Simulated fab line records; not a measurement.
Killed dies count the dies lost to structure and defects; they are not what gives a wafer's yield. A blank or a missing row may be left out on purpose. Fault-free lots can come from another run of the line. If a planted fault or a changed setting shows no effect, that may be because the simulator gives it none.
fab line records	flow nand-harc
record: lots: 24	wafers: 72	last-day: 33
route steps=1302 shown A_STAIRCASE@686
lots untouched by any fault: they come from a run of this same line in which no faults occurred
start-h: hours from the record's opening day to when the first of the lot's shown wafers began	wait-h: hours elapsed since this lot's preceding step	" identical to the entry in the row above	L1.1+2: a row that stands for several wafers	- no value present, or no start provided	* or withheld: withheld	< > ~ a bound
route shown NAME@n: names a module that has steps shown in the file, with the first one's number in the route	usual: mean/standard deviation of fault-free wafers	same: alike in all rows	chamber/n: place in a boat	sites: per-site readings	_std_site: standard deviation across them	_edge_site: the outer-site mean with the inner-site mean subtracted	radius-mm: for every site, how far away it sits from the centre of the wafer	mask NAME#n: copy n	behind: the tool/chamber that last shaped the wafer	hold: why the lot was held/for how many hours/how that ended	device: whichever transistor did not switch (one of n, p or np)	end of line: the tests these same wafers got at the end of their route	where a step has no rows: the recipe by itself	killed: count of dies lost to structure and defects at first sort (not the wafer's yield)	map: shows each die of a wafer: x if killed, . if not, _ if none is there
set.NAME: the setting as run; set.NAME@STEP: as run at that earlier step	model.NAME: the simulator's own value behind a step, which no gauge read
the route's steps for a sample of lots (tables are steps, rows are wafers)
services: when a tool's chamber went out of use (start-h, in hours from the record's first day, below 0 if earlier), for how many hours, and the reason
== steps ==
step: NHARC_A_STAIRCASE_STRIP_175
recipe: power-w: 1500	temp-c: 250	chemistry: O2
usual: drypump-motor-current-A: 5.5/0.66	heater-power-w: 337/36
lot.wafer	tool	chamber	start-h	wait-h	drypump-motor-current-A	heater-power-w	rf-hours-counter-h
L074.1	plasma-asher-02	1	355.77	0.1	5.0	382	20
L074.4	"	0	"	"	4.9	308	-
L074.6	"	0	"	"	5.0	313	-
L075.4	plasma-asher-01	0	361.70	0.2	5.4	315	-
L075.3	"	1	"	"	6.5	341	-
L075.5	"	0	"	"	5.4	312	-
L076.3	plasma-asher-02	1	373.00	0.2	5.0	384	-
L076.6	"	0	"	"	5.0	312	-
L076.5	"	1	"	"	5.0	377	-
L077.2	plasma-asher-02	1	397.87	0.1	5.0	389	26
L077.4	"	1	"	"	5.0	385	-
L077.3	"	0	"	"	4.9	294	-
L078.3	plasma-asher-01	0	397.96	0.2	5.4	302	-
L078.4	"	1	"	"	6.6	337	-
L078.6	"	0	"	"	5.4	306	-
L079.3	plasma-asher-01	1	402.97	0.2	6.6	337	-
L079.4	"	0	"	"	5.4	316	-
L079.5	"	1	"	"	6.5	332	-
L080.1	plasma-asher-02	1	406.74	0.1	5.0	388	28
L080.5	"	1	"	"	5.0	376	-
L080.6	"	0	"	"	4.9	308	-
L081.2	plasma-asher-02	0	423.31	0.1	5.0	309	31
L081.4	"	1	"	"	5.0	389	-
L081.5	"	1	"	"	5.0	385	-
L083.1	plasma-asher-02	1	435.34	0.1	5.0	411	0
L083.4	"	0	"	"	5.0	313	-
L083.5	"	0	"	"	5.0	320	-
L082.3	plasma-asher-02	1	442.85	0.2	5.0	412	-
L082.4	"	0	"	"	5.0	318	-
L082.6	"	0	"	"	4.9	326	-
L084.2	plasma-asher-01	0	453.31	0.1	5.4	300	22
L084.3	"	1	"	"	6.6	331	-
L084.5	"	0	"	"	5.4	311	-
L085.1	plasma-asher-02	1	465.30	0.1	5.0	409	7
L085.3	"	0	"	"	4.9	311	-
L085.4	"	1	"	"	5.0	413	-
L086.1	plasma-asher-01	1	475.51	0.1	6.6	345	26
L086.3	"	0	"	"	5.4	317	-
L086.4	"	1	"	"	6.6	334	-
L087.2	plasma-asher-01	0	496.07	0.1	5.4	302	31
L087.1	"	1	"	"	6.6	340	31
L087.4	"	0	"	"	5.4	309	-
L089.2	plasma-asher-02	0	499.28	0.1	4.9	312	12
L089.3	"	1	"	"	5.0	415	-
L089.6	"	0	"	"	4.9	314	-
L088.2	plasma-asher-01	0	499.47	0.1	5.4	307	31
L088.3	"	0	"	"	5.4	313	-
L088.6	"	1	"	"	6.6	326	-
L090.1	plasma-asher-01	0	516.69	0.2	5.4	305	35
L090.3	"	0	"	"	5.4	308	-
L090.5	"	1	"	"	6.6	334	-
L091.1	plasma-asher-01	1	536.24	0.1	6.6	337	2
L091.3	"	0	"	"	5.4	305	-
L091.6	"	1	"	"	6.5	340	-
L092.1	plasma-asher-01	0	537.69	0.1	5.4	304	2
L092.2	"	1	"	"	6.6	334	2
L092.3	"	1	"	"	6.6	336	-
L093.1	plasma-asher-02	0	541.89	0.1	4.9	309	23
L093.4	"	1	"	"	5.0	410	-
L093.5	"	0	"	"	4.9	318	-
L094.1	plasma-asher-02	1	558.46	0.1	5.0	418	25
L094.4	"	0	"	"	4.9	316	-
L094.6	"	0	"	"	5.0	316	-
L096.3	plasma-asher-01	0	567.60	0.2	5.4	309	-
L096.4	"	1	"	"	6.6	339	-
L096.5	"	0	"	"	5.4	306	-
L095.1	plasma-asher-01	0	576.29	0.1	5.4	309	10
L095.3	"	1	"	"	6.6	342	-
L095.5	"	1	"	"	6.6	345	-
L097.1	plasma-asher-01	0	596.93	0.1	5.4	307	14
L097.4	"	1	"	"	6.6	341	-
L097.5	"	0	"	"	5.4	306	-
step: NHARC_A_STAIRCASE_TRIM_193
recipe: time-s: 211.2	o2-flow-sccm: 500	ar-flow-sccm: 0	bias-w: 0	chemistry: O2
usual: drypump-motor-current-A: 5.7/0.56	mfc-ar-sccm: 0.010/0.013	oes-product-au: 0.998/0.0077	rf-vpp-V: 57.8/0.88	showerhead-plenum-p-Torr: 3.54/0.16	throttle-valve-pct: 17.036/0.0096
lot.wafer	tool	chamber	start-h	wait-h	drypump-motor-current-A	mfc-ar-sccm	oes-product-au	rf-hours-counter-h	rf-vpp-V	showerhead-plenum-p-Torr	throttle-valve-pct
L074.1	rie-diel-01	1	-	-	6.3	0	1.009	48	57.3	3.68	17.045
L074.6	"	0	"	"	4.8	0	1.004	-	57.5	3.27	17.033
L074.4	"	3	"	"	6.0	0	1.001	-	58.3	3.31	17.045
L075.3	rie-diel-05	2	-	-	4.7	0.025	0.998	41	57.2	3.52	17.055
L075.4	"	0	"	"	5.9	0.031	0.999	43	57.2	3.33	17.019
L075.5	"	2	"	"	4.7	0.025	0.991	-	59.5	3.52	17.049
L076.3	rie-diel-01	1	-	-	6.3	0	0.997	54	58.7	3.68	17.048
L076.5	"	3	"	"	6.1	0	1.004	-	56.5	3.31	17.041
L076.6	"	0	"	"	4.8	0	1.002	-	59.0	3.27	17.033
L077.2	rie-diel-01	0	-	-	4.8	0	1.005	4	57.8	3.81	17.031
L077.3	"	1	"	"	6.2	0	0.994	6	58.4	3.67	17.024
L077.4	"	2	"	"	6.4	0	0.994	6	57.4	3.80	17.045
L078.3	rie-diel-09	1	-	-	5.5	0	1.007	-	57.8	3.55	17.053
L078.4	"	3	"	"	5.6	0.010	0.999	-	57.5	3.52	17.032
L078.6	"	3	"	"	5.6	0.010	0.997	-	57.4	3.52	17.030
L079.3	rie-diel-09	1	-	-	5.5	0	1.004	33	57.6	3.55	17.051
L079.4	"	2	"	"	5.8	0	1.006	11	57.9	3.35	17.051
L079.5	"	1	"	"	5.5	0	1.004	-	59.1	3.55	17.037
L080.1	rie-diel-09	3	-	-	5.5	0.010	1.005	30	58.7	3.52	17.042
L080.6	"	2	"	"	5.8	0	1.015	-	58.3	3.35	17.035
L080.5	"	3	"	"	5.6	0.010	1.002	-	56.7	3.52	17.030
L081.4	rie-diel-05	1	-	-	5.4	0.010	0.993	4	56.8	3.64	17.035
L081.2	"	0	"	"	5.9	0.031	0.989	3	56.2	3.32	17.035
L081.5	"	1	"	"	5.3	0.010	0.988	-	58.8	3.64	17.037
L083.4	rie-diel-05	3	-	-	6.3	0.036	1.001	5	57.0	3.70	17.049
L083.1	"	2	"	"	4.7	0.025	0.998	6	56.7	3.51	17.030
L083.5	"	3	"	"	6.3	0.036	0.998	-	57.8	3.70	17.042
L082.3	rie-diel-09	1	-	-	5.5	0	1.004	49	59.4	3.54	17.054
L082.4	"	0	"	"	6.1	0	0.996	41	56.2	3.56	17.030
L082.6	"	1	"	"	5.6	0	1.003	-	58.4	3.54	17.049
L084.2	rie-diel-09	0	-	-	6.1	0	0.999	45	58.8	3.56	17.035
L084.3	"	2	"	"	5.8	0	1.005	31	58.3	3.34	17.044
L084.5	"	0	"	"	6.1	0	0.987	-	58.5	3.56	17.016
L085.1	rie-diel-01	2	-	-	6.4	0	0.991	35	58.0	3.79	17.035
L085.4	"	0	"	"	4.9	0	0.999	18	58.0	3.80	17.032
L085.3	"	1	"	"	6.3	0	0.994	21	57.2	3.66	17.052
L086.4	rie-diel-05	1	-	-	5.4	0.010	0.994	17	58.6	3.64	17.032
L086.3	"	2	"	"	4.7	0.025	0.979	15	58.0	3.50	17.023
L086.1	"	3	"	"	6.3	0.036	0.993	15	59.9	3.70	17.029
L087.4	rie-diel-05	1	-	-	5.3	0.010	0.991	25	57.3	3.63	17.026
L087.2	"	2	"	"	4.7	0.025	0.985	23	58.9	3.50	17.034
L087.1	"	0	"	"	5.8	0.031	0.997	24	57.3	3.31	17.025
L089.2	rie-diel-01	1	-	-	6.2	0	0.984	29	57.9	3.66	17.024
L089.3	"	0	"	"	4.8	0	1.001	35	58.6	3.79	17.043
L089.6	"	1	"	"	6.3	0	0.998	-	59.5	3.66	17.027
L088.2	rie-diel-01	3	-	-	6.0	0	0.994	43	57.8	3.28	17.043
L088.3	"	0	"	"	4.8	0	0.995	35	59.5	3.79	17.027
L088.6	"	3	"	"	6.1	0	0.985	-	57.5	3.28	17.035
L090.3	rie-diel-09	0	-	-	6.1	0	0.996	4	57.6	3.55	17.033
L090.1	"	2	"	"	5.8	0	1.004	3	57.9	3.34	17.032
L090.5	"	0	"	"	6.1	0	0.991	-	57.3	3.55	17.049
L091.1	rie-diel-01	1	-	-	6.2	0	1.012	42	58.4	3.65	17.040
L091.3	"	3	"	"	6.1	0	1.002	57	58.4	3.28	17.033
L091.6	"	2	"	"	6.4	0	1.005	-	58.3	3.77	17.028
L092.3	rie-diel-05	1	-	-	5.4	0.010	1.009	39	57.8	3.62	17.033
L092.2	"	2	"	"	4.7	0.025	0.984	35	58.6	3.49	17.028
L092.1	"	0	"	"	5.9	0.031	0.986	37	56.9	3.30	17.022
L093.4	rie-diel-05	2	-	-	4.7	0.025	0.992	36	57.9	3.49	17.037
L093.1	"	3	"	"	6.3	0.036	1.004	35	57.7	3.69	17.031
L093.5	"	3	"	"	6.3	0.036	0.989	-	58.4	3.69	17.029
L094.1	rie-diel-05	0	-	-	5.9	0.031	0.992	41	57.8	3.30	17.037
L094.4	"	1	"	"	5.3	0.010	1.001	43	56.6	3.62	17.054
L094.6	"	3	"	"	6.3	0.036	1.007	-	57.8	3.68	17.025
L096.3	rie-diel-05	2	-	-	4.7	0.025	0.990	47	57.6	3.48	17.030
L096.4	"	3	"	"	6.3	0.036	0.999	46	56.8	3.68	17.042
L096.5	"	2	"	"	4.7	0.025	0.993	-	57.9	3.48	17.043
L095.3	rie-diel-09	3	-	-	5.5	0.010	1.003	20	58.6	3.50	17.026
L095.1	"	0	"	"	6.1	0	0.989	28	57.7	3.54	17.036
L095.5	"	0	"	"	6.1	0	1.000	-	58.0	3.54	17.049
L097.4	rie-diel-01	0	-	-	4.9	0	0.995	4	57.3	3.77	17.055
L097.1	"	2	"	"	6.4	0	0.996	13	57.6	3.76	17.034
L097.5	"	3	"	"	6.1	0	0.995	-	57.4	3.80	17.042
step: NHARC_A_STAIRCASE_STRIP_205
recipe: power-w: 1500	temp-c: 250	chemistry: O2
usual: drypump-motor-current-A: 5.5/0.66	heater-power-w: 339/38
lot.wafer	tool	chamber	start-h	wait-h	drypump-motor-current-A	heater-power-w	rf-hours-counter-h
L074.1	plasma-asher-02	0	359.74	0.1	5.0	309	21
L074.4	"	1	"	"	5.0	395	-
L074.6	"	1	"	"	5.0	392	-
L075.4	plasma-asher-01	1	366.06	0.2	6.6	337	-
L075.3	"	0	"	"	5.4	308	-
L075.5	"	0	"	"	5.3	311	-
L076.3	plasma-asher-02	0	377.63	0.2	4.9	310	-
L076.5	"	0	"	"	4.9	303	-
L076.6	"	1	"	"	5.0	375	-
L077.2	plasma-asher-01	1	401.58	0.1	6.6	340	8
L077.3	"	1	"	"	6.5	333	-
L077.4	"	0	"	"	5.4	307	-
L078.4	plasma-asher-02	0	404.67	0.2	4.9	305	-
L078.3	"	1	"	"	5.0	383	-
L078.6	"	1	"	"	5.0	375	-
L079.4	plasma-asher-01	1	408.49	0.2	6.5	332	-
L079.3	"	0	"	"	5.4	312	-
L079.5	"	0	"	"	5.3	315	-
L080.1	plasma-asher-01	0	410.31	0.1	5.4	304	10
L080.5	"	0	"	"	5.3	309	-
L080.6	"	1	"	"	6.6	339	-
L081.2	plasma-asher-01	0	427.19	0.3	5.4	310	13
L081.4	"	0	"	"	5.4	306	-
L081.5	"	1	"	"	6.6	345	-
L083.1	plasma-asher-02	0	439.15	0.1	5.0	319	1
L083.4	"	1	"	"	5.0	418	-
L083.5	"	1	"	"	5.0	409	-
L082.4	plasma-asher-02	1	446.57	0.2	5.0	419	-
L082.3	"	0	"	"	4.9	313	-
L082.6	"	1	"	"	5.0	418	-
L084.2	plasma-asher-02	0	457.73	0.1	4.9	319	6
L084.3	"	1	"	"	5.0	403	-
L084.5	"	0	"	"	4.9	312	-
L085.1	plasma-asher-01	0	469.26	0.1	5.4	304	25
L085.3	"	0	"	"	5.4	308	-
L085.4	"	1	"	"	6.5	327	-
L086.1	plasma-asher-02	1	483.20	0.1	5.0	399	10
L086.3	"	0	"	"	5.0	321	-
L086.4	"	1	"	"	5.0	410	-
L087.2	plasma-asher-01	1	500.04	0.1	6.6	331	32
L087.1	"	0	"	"	5.4	312	32
L087.4	"	1	"	"	6.6	332	-
L089.2	plasma-asher-01	0	503.11	0.1	5.4	304	32
L089.3	"	0	"	"	5.4	319	-
L089.6	"	0	"	"	5.4	311	-
L088.2	plasma-asher-02	0	504.15	0.1	5.0	320	14
L088.3	"	0	"	"	4.9	319	-
L088.6	"	0	"	"	4.9	321	-
L090.1	plasma-asher-02	0	520.51	0.1	4.9	315	17
L090.3	"	0	"	"	5.0	312	-
L090.5	"	0	"	"	4.9	320	-
L091.1	plasma-asher-01	1	539.88	0.1	6.6	344	3
L091.3	"	0	"	"	5.4	306	-
L091.6	"	1	"	"	6.6	333	-
L092.2	plasma-asher-01	0	541.88	0.1	5.4	304	3
L092.1	"	1	"	"	6.6	348	3
L092.3	"	1	"	"	6.6	346	-
L093.1	plasma-asher-02	1	545.53	0.1	5.0	412	24
L093.4	"	1	"	"	5.0	410	-
L093.5	"	1	"	"	5.0	405	-
L094.1	plasma-asher-01	1	562.18	0.1	6.6	331	7
L094.4	"	0	"	"	5.4	317	-
L094.6	"	0	"	"	5.4	303	-
L096.4	plasma-asher-01	0	574.31	0.2	5.4	307	-
L096.3	"	1	"	"	6.6	333	-
L096.5	"	0	"	"	5.4	301	-
L095.1	plasma-asher-02	0	580.12	0.1	5.0	312	30
L095.3	"	1	"	"	5.0	402	-
L095.5	"	1	"	"	5.0	410	-
L097.1	plasma-asher-01	1	600.67	0.1	6.6	342	14
L097.4	"	1	"	"	6.6	336	-
L097.5	"	1	"	"	6.6	329	-
step: NHARC_A_STAIRCASE_ETCH_227
recipe: target-depth-a: 1000	time-s: 40.5	ion-energy-ev: 400	c4f8-flow-sccm: 20	o2-flow-sccm: 10	ar-flow-sccm: withheld	rf-w: 600	bias-w: 1000	chemistry: C4F8/O2
usual: oes-product-au: 0.941/0.0088	rf-vpp-V: 896/6.1
lot.wafer	tool	chamber	start-h	wait-h	oes-product-au	rf-hours-counter-h	rf-vpp-V
L074.4	rie-diel-05	2	-	-	0.931	40	895
L074.1	"	0	"	"	0.957	42	888
L074.6	"	2	"	"	0.935	-	897
L075.3	rie-diel-01	2	-	-	0.940	45	886
L075.4	"	3	"	"	0.947	57	889
L075.5	"	1	"	"	0.940	-	903
L076.3	rie-diel-05	1	-	-	0.924	44	900
L076.6	"	0	"	"	0.934	-	889
L076.5	"	1	"	"	0.928	-	901
L077.2	rie-diel-01	1	-	-	0.934	7	901
L077.3	"	3	"	"	0.926	6	889
L077.4	"	3	"	"	0.932	-	888
L078.4	rie-diel-05	3	-	-	0.941	53	902
L078.3	"	2	"	"	0.939	58	895
L078.6	"	3	"	"	0.942	-	903
L079.3	rie-diel-01	2	-	-	0.948	-	906
L079.4	"	3	"	"	0.933	-	889
L079.5	"	2	"	"	0.938	-	905
L080.1	rie-diel-09	0	-	-	0.948	29	896
L080.6	"	0	"	"	0.936	-	896
L080.5	"	1	"	"	0.942	-	896
L081.2	rie-diel-05	0	-	-	0.946	4	889
L081.4	"	1	"	"	0.932	5	900
L081.5	"	0	"	"	0.928	-	889
L083.1	rie-diel-01	2	-	-	0.943	26	905
L083.4	"	3	"	"	0.929	23	887
L083.5	"	2	"	"	0.935	-	905
L082.3	rie-diel-05	0	-	-	0.936	9	890
L082.4	"	1	"	"	0.949	10	900
L082.6	"	3	"	"	0.932	-	900
L084.2	rie-diel-01	0	-	-	0.947	17	906
L084.3	"	3	"	"	0.924	27	887
L084.5	"	1	"	"	0.940	-	900
L085.3	rie-diel-09	2	-	-	0.948	36	888
L085.4	"	0	"	"	0.930	51	898
L085.1	"	1	"	"	0.946	58	896
L086.1	rie-diel-09	3	-	-	0.935	52	896
L086.4	"	0	"	"	0.928	58	897
L086.3	"	1	"	"	0.952	65	897
L087.4	rie-diel-05	0	-	-	0.928	26	888
L087.1	"	1	"	"	0.944	26	899
L087.2	"	3	"	"	0.927	24	903
L089.2	rie-diel-01	0	-	-	0.955	37	904
L089.3	"	3	"	"	0.936	45	887
L089.6	"	1	"	"	0.933	-	901
L088.2	rie-diel-01	0	-	-	0.947	38	905
L088.3	"	2	"	"	0.948	52	905
L088.6	"	1	"	"	0.936	-	900
L090.1	rie-diel-05	1	-	-	0.954	35	900
L090.3	"	3	"	"	0.937	29	901
L090.5	"	2	"	"	0.942	-	894
L091.1	rie-diel-09	1	-	-	0.949	9	896
L091.3	"	0	"	"	0.931	14	896
L091.6	"	1	"	"	0.942	-	895
L092.3	rie-diel-09	0	-	-	0.952	15	899
L092.2	"	1	"	"	0.961	11	895
L092.1	"	2	"	"	0.938	16	887
L093.4	rie-diel-05	2	-	-	0.932	38	895
L093.1	"	1	"	"	0.945	41	900
L093.5	"	2	"	"	0.934	-	894
L094.1	rie-diel-05	3	-	-	0.946	40	903
L094.4	"	2	"	"	0.948	41	893
L094.6	"	3	"	"	0.952	-	902
L096.3	rie-diel-01	3	-	-	0.940	1	906
L096.5	"	3	"	"	0.930	-	906
L096.4	"	1	"	"	0.943	-	899
L095.1	rie-diel-09	0	-	-	0.926	29	895
L095.3	"	1	"	"	0.951	19	895
L095.5	"	2	"	"	0.948	-	889
L097.4	rie-diel-09	1	-	-	0.947	25	895
L097.1	"	0	"	"	0.944	34	896
L097.5	"	2	"	"	0.943	-	888
step: NHARC_A_STAIRCASE_TRIM_229
recipe: time-s: 211.2	o2-flow-sccm: 500	ar-flow-sccm: 0	bias-w: 0	chemistry: O2
usual: drypump-motor-current-A: 5.7/0.52	mfc-ar-sccm: 0.013/0.014	oes-product-au: 0.999/0.007	rf-vpp-V: 57.7/0.93	showerhead-plenum-p-Torr: 3.54/0.15	throttle-valve-pct: 17.036/0.0094
lot.wafer	tool	chamber	start-h	wait-h	drypump-motor-current-A	mfc-ar-sccm	oes-product-au	rf-hours-counter-h	rf-vpp-V	showerhead-plenum-p-Torr	throttle-valve-pct
L074.1	rie-diel-09	0	362.38	0.1	6.1	0	0.995	9	58.6	3.58	17.035
L074.4	"	1	"	"	5.5	0	1.003	-	56.8	3.56	17.033
L074.6	"	3	"	"	5.5	0.010	0.993	-	58.8	3.53	17.032
L075.3	rie-diel-09	3	368.47	0.1	5.6	0.010	0.990	11	58.2	3.53	17.036
L075.4	"	3	"	"	5.5	0.010	0.996	-	58.8	3.53	17.059
L075.5	"	0	"	"	6.1	0	1.000	-	57.3	3.58	17.029
L076.3	rie-diel-05	2	380.05	0.1	4.7	0.025	1.001	44	57.7	3.52	17.036
L076.5	"	1	"	"	5.3	0.010	0.987	-	58.7	3.65	17.039
L076.6	"	2	"	"	4.7	0.025	0.993	-	59.2	3.52	17.043
L077.3	rie-diel-05	3	404.43	0.1	6.3	0.036	0.992	52	57.0	3.71	17.050
L077.4	"	0	"	"	5.8	0.031	1.002	56	58.3	3.32	17.028
L077.2	"	1	"	"	5.3	0.010	1.002	54	57.4	3.65	17.049
L078.3	rie-diel-05	3	407.20	0.1	6.3	0.036	0.994	53	58.2	3.71	17.045
L078.4	"	2	"	"	4.7	0.025	0.995	58	56.8	3.51	17.044
L078.6	"	0	"	"	5.8	0.031	0.996	-	56.5	3.32	17.046
L079.4	rie-diel-01	3	411.61	0.2	6.1	0	0.994	-	56.2	3.30	17.032
L079.3	"	2	"	"	6.4	0	0.991	-	59.0	3.80	17.041
L079.5	"	3	"	"	6.1	0	0.996	-	57.1	3.30	17.041
L080.1	rie-diel-09	0	412.97	0.1	6.1	0	0.997	29	58.7	3.57	17.036
L080.5	"	2	"	"	5.8	0	1.007	-	58.9	3.35	17.043
L080.6	"	3	"	"	5.5	0.010	0.993	-	57.9	3.52	17.048
L081.4	rie-diel-09	3	429.68	0.1	5.5	0.010	0.995	37	55.8	3.52	17.025
L081.2	"	0	"	"	6.1	0	1.002	37	58.6	3.57	17.035
L081.5	"	2	"	"	5.8	0	1.013	-	57.3	3.35	17.032
L083.1	rie-diel-05	1	441.74	0.1	5.3	0.010	1.005	8	57.8	3.64	17.038
L083.4	"	3	"	"	6.3	0.036	1.005	7	57.3	3.70	17.044
L083.5	"	2	"	"	4.7	0.025	0.987	-	57.7	3.50	17.048
L082.4	rie-diel-05	2	449.05	0.1	4.7	0.025	0.995	9	56.2	3.50	17.034
L082.3	"	3	"	"	6.4	0.036	1.007	8	56.0	3.70	17.038
L082.6	"	0	"	"	5.9	0.031	0.981	-	57.7	3.32	17.036
L084.3	rie-diel-01	3	460.40	0.1	6.1	0	0.994	27	58.1	3.29	17.034
L084.2	"	0	"	"	4.9	0	1.002	17	58.7	3.80	17.029
L084.5	"	1	"	"	6.3	0	1.001	-	58.8	3.66	17.039
L085.1	rie-diel-05	3	471.91	0.1	6.3	0.036	1.010	13	58.3	3.70	17.041
L085.3	"	0	"	"	5.8	0.031	1.001	16	56.6	3.31	17.021
L085.4	"	1	"	"	5.4	0.010	0.991	15	58.7	3.64	17.056
L086.1	rie-diel-09	3	485.65	0.1	5.5	0.010	0.998	52	57.8	3.51	17.038
L086.3	"	1	"	"	5.5	0	1.010	66	59.0	3.53	17.036
L086.4	"	2	"	"	5.8	0	1.011	41	55.3	3.34	17.059
L087.1	rie-diel-01	0	502.86	0.1	4.8	0	1.013	35	58.3	3.79	17.031
L087.4	"	2	"	"	6.4	0	0.999	50	57.9	3.78	17.020
L087.2	"	3	"	"	6.0	0	0.995	43	56.4	3.28	17.036
L089.2	rie-diel-05	1	505.62	0.1	5.3	0.010	1.000	26	58.9	3.63	17.039
L089.3	"	3	"	"	6.3	0.036	0.997	24	57.5	3.69	17.032
L089.6	"	0	"	"	5.9	0.031	1.012	-	55.6	3.31	17.051
L088.3	rie-diel-09	3	506.83	0.1	5.6	0.010	1.004	0	58.7	3.51	17.031
L088.2	"	0	"	"	6.1	0	1.002	0	58.2	3.55	17.036
L088.6	"	3	"	"	5.6	0.010	1.009	-	58.7	3.51	17.047
L090.1	rie-diel-05	2	523.15	0.1	4.7	0.025	0.988	31	57.8	3.49	17.031
L090.3	"	1	"	"	5.3	0.010	0.998	35	58.0	3.63	17.023
L090.5	"	2	"	"	4.7	0.025	0.989	-	57.1	3.49	17.048
L091.1	rie-diel-05	2	542.54	0.1	4.7	0.025	0.997	36	58.2	3.49	17.026
L091.3	"	3	"	"	6.3	0.036	1.000	34	60.0	3.69	17.030
L091.6	"	1	"	"	5.3	0.010	0.993	-	57.7	3.62	17.036
L092.3	rie-diel-05	2	545.22	0.1	4.7	0.025	0.987	37	58.7	3.49	17.040
L092.1	"	3	"	"	6.3	0.036	0.987	35	58.9	3.69	17.032
L092.2	"	1	"	"	5.3	0.010	0.991	40	57.3	3.62	17.028
L093.1	rie-diel-09	2	548.04	0.1	5.8	0	1.002	16	56.3	3.33	17.047
L093.4	"	0	"	"	6.1	0	0.996	15	55.9	3.54	17.038
L093.5	"	2	"	"	5.7	0	1.000	-	56.7	3.33	17.030
L094.1	rie-diel-05	2	564.84	0.1	4.7	0.025	0.989	41	58.7	3.49	17.020
L094.4	"	3	"	"	6.3	0.036	0.993	40	58.8	3.68	17.040
L094.6	"	2	"	"	4.7	0.025	0.982	-	57.6	3.49	17.027
L096.3	rie-diel-01	3	577.08	0.1	6.1	0	1.000	1	60.0	3.81	17.032
L096.5	"	1	"	"	6.3	0	1.003	-	57.7	3.64	17.029
L096.4	"	3	"	"	6.1	0	1.003	-	57.8	3.81	17.047
L095.1	rie-diel-09	1	582.77	0.1	5.5	0	1.001	19	58.2	3.52	17.028
L095.3	"	2	"	"	5.8	0	1.007	30	56.4	3.32	17.041
L095.5	"	0	"	"	6.1	0	1.002	-	58.0	3.54	17.032
L097.4	rie-diel-09	3	603.12	0.1	5.6	0.010	1.003	27	58.0	3.49	17.035
L097.1	"	2	"	"	5.8	0	1.001	36	57.3	3.32	17.016
L097.5	"	0	"	"	6.1	0	0.991	-	57.7	3.53	17.022
step: NHARC_A_STAIRCASE_ETCH_234
recipe: target-depth-a: 1000	time-s: 40.5	ion-energy-ev: 400	c4f8-flow-sccm: 20	o2-flow-sccm: 10	ar-flow-sccm: withheld	rf-w: 600	bias-w: 1000	chemistry: C4F8/O2
usual: oes-product-au: 0.942/0.0095	rf-vpp-V: 896/5.5
lot.wafer	tool	chamber	start-h	wait-h	oes-product-au	rf-hours-counter-h	rf-vpp-V
L074.1	rie-diel-09	0	-	-	0.947	9	899
L074.6	"	1	"	"	0.953	-	895
L074.4	"	3	"	"	0.944	-	897
L075.3	rie-diel-09	1	-	-	0.944	15	897
L075.4	"	1	"	"	0.945	-	898
L075.5	"	3	"	"	0.937	-	897
L076.3	rie-diel-05	0	-	-	0.944	46	889
L076.5	"	3	"	"	0.933	-	902
L076.6	"	0	"	"	0.948	-	890
L077.2	rie-diel-05	3	-	-	0.934	52	903
L077.4	"	0	"	"	0.943	56	890
L077.3	"	2	"	"	0.943	58	895
L078.4	rie-diel-05	1	-	-	0.944	55	899
L078.3	"	2	"	"	0.948	59	895
L078.6	"	1	"	"	0.933	-	901
L079.3	rie-diel-01	2	-	-	0.924	-	905
L079.4	"	3	"	"	0.929	-	888
L079.5	"	2	"	"	0.939	-	905
L080.1	rie-diel-09	2	-	-	0.954	13	889
L080.5	"	1	"	"	0.953	-	897
L080.6	"	2	"	"	0.959	-	890
L081.4	rie-diel-09	0	-	-	0.946	37	897
L081.2	"	1	"	"	0.945	45	897
L081.5	"	3	"	"	0.944	-	896
L083.1	rie-diel-05	1	-	-	0.942	9	900
L083.4	"	2	"	"	0.938	8	894
L083.5	"	0	"	"	0.930	-	888
L082.4	rie-diel-05	2	-	-	0.932	9	894
L082.3	"	1	"	"	0.961	10	901
L082.6	"	3	"	"	0.938	-	903
L084.3	rie-diel-01	2	-	-	0.951	34	905
L084.2	"	0	"	"	0.940	17	906
L084.5	"	1	"	"	0.948	-	901
L085.4	rie-diel-05	2	-	-	0.925	13	895
L085.3	"	0	"	"	0.951	16	888
L085.1	"	1	"	"	0.933	16	901
L086.3	rie-diel-09	0	-	-	0.939	59	898
L086.4	"	1	"	"	0.948	66	896
L086.1	"	3	"	"	0.940	53	895
L087.2	rie-diel-01	1	-	-	0.939	31	901
L087.1	"	2	"	"	0.948	51	905
L087.4	"	3	"	"	0.939	45	886
L089.2	rie-diel-05	3	-	-	0.943	24	902
L089.3	"	2	"	"	0.933	25	894
L089.6	"	0	"	"	0.935	-	888
L088.3	rie-diel-09	2	-	-	0.951	0	889
L088.2	"	0	"	"	0.928	0	898
L088.6	"	0	"	"	0.940	-	896
L090.1	rie-diel-05	2	-	-	0.934	32	895
L090.3	"	3	"	"	0.940	30	902
L090.5	"	3	"	"	0.942	-	903
L091.1	rie-diel-05	2	-	-	0.930	36	893
L091.3	"	3	"	"	0.944	34	903
L091.6	"	1	"	"	0.936	-	899
L092.3	rie-diel-05	1	-	-	0.960	40	899
L092.2	"	2	"	"	0.945	37	894
L092.1	"	3	"	"	0.925	36	903
L093.1	rie-diel-09	2	-	-	0.964	16	888
L093.4	"	0	"	"	0.937	15	896
L093.5	"	2	"	"	0.955	-	888
L094.1	rie-diel-05	1	-	-	0.932	45	900
L094.4	"	3	"	"	0.927	41	902
L094.6	"	1	"	"	0.925	-	900
L096.3	rie-diel-01	1	-	-	0.943	8	899
L096.4	"	1	"	"	0.939	-	901
L096.5	"	3	"	"	0.932	-	905
L095.3	rie-diel-09	1	-	-	0.966	19	895
L095.1	"	2	"	"	0.959	30	887
L095.5	"	2	"	"	0.949	-	888
L097.1	rie-diel-09	1	-	-	0.942	25	895
L097.4	"	2	"	"	0.960	36	889
L097.5	"	0	"	"	0.933	-	895
== services ==
tool	chamber	start-h	hours	kind
rie-diel-05	0	340.06	-	clean
rie-diel-05	1	340.06	-	clean
rie-diel-05	2	340.06	-	clean
rie-diel-05	3	340.06	-	clean
plasma-asher-01	-	343.11	9.0	pm
rie-diel-01	2	354.91	5.2	repair
rie-diel-09	2	358.23	47.1	repair
rie-diel-05	0	364.56	-	clean
rie-diel-05	1	364.56	-	clean
rie-diel-05	2	364.56	-	clean
rie-diel-01	-	380.80	9.0	pm
rie-diel-09	-	386.94	0.4	repair
rie-diel-09	0	399.13	5.0	repair
plasma-asher-02	-	426.07	9.0	pm
rie-diel-09	3	448.75	12.9	repair
rie-diel-01	1	476.34	10.3	repair
plasma-asher-02	-	490.45	1.9	repair
rie-diel-09	-	497.19	9.0	pm
plasma-asher-01	-	520.11	9.0	pm
rie-diel-01	-	557.80	9.0	pm
rie-diel-09	3	560.62	8.5	repair
rie-diel-09	1	566.46	6.7	repair
rie-diel-05	-	587.88	9.0	pm
plasma-asher-02	-	603.07	9.0	pm
== key ==
fault none
